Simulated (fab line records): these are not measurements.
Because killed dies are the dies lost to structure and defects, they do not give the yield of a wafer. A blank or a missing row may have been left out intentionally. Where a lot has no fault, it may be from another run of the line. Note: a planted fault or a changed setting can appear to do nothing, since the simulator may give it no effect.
Chamber matching | flow n5_finfet | N5_FIN_SAQP_HM_DEP_72 on pecvd-02 has 3 sister chambers
The step deposits SiO2 from SiH4/N2O, target thk 12 nm, time 7.2 s. 6 wafers are shown with their chamber, then 9 later ones without.

== WAFERS, EACH WITH ITS CHAMBER ==
wafer  | chamber | showerhead_plenum_p_Torr (Torr) | heater_power_w (W)
L086.1 | 0       | 8.07                            | 665
L086.3 | 2       | 8.01                            | 872
L086.5 | 1       | 8.23                            | 906
L089.4 | 2       | 8.01                            | 855
L089.5 | 1       | 8.24                            | 1042
L089.6 | 0       | 8.07                            | 608

== WAFERS WITH NO CHAMBER GIVEN ==
wafer  | showerhead_plenum_p_Torr (Torr) | heater_power_w (W)
L090.1 | 8.23                            | 886
L090.3 | 8.25                            | 855
L090.5 | 8.25                            | 909
L092.3 | 8.26                            | 1047
L092.5 | 8.09                            | 692
L092.6 | 8.26                            | 1035
L095.1 | 8.24                            | 1042
L095.3 | 8.00                            | 746
L095.4 | 8.07                            | 688

== EACH ONE'S CHAMBER ==
wafer  | from the rows above | in truth
L090.1 | 1                   | 1
L090.3 | 1                   | 1
L090.5 | 1                   | 1
L092.3 | 1                   | 1
L092.5 | 0                   | 0
L092.6 | 1                   | 1
L095.1 | 1                   | 1
L095.3 | 2                   | 2
L095.4 | 0                   | 0
Placed correctly: 9 of 9. From these rows, 0 cannot be placed. Wrongly placed: 0.
How it was worked out, from the rows above alone: a wafer's distance from a chamber is the root of the sum, over the readings, of the square of ((its reading less the chamber's mean) divided by the reading's scatter). The wafer belongs to the nearest chamber; if the next one is less than 2 further off, it can't be placed. A chamber's mean is the mean of its shown wafers. The scatter: take each reading less its chamber's mean, square it, sum over the shown wafers, divide by the number of wafers less the number of chambers, and take the root.
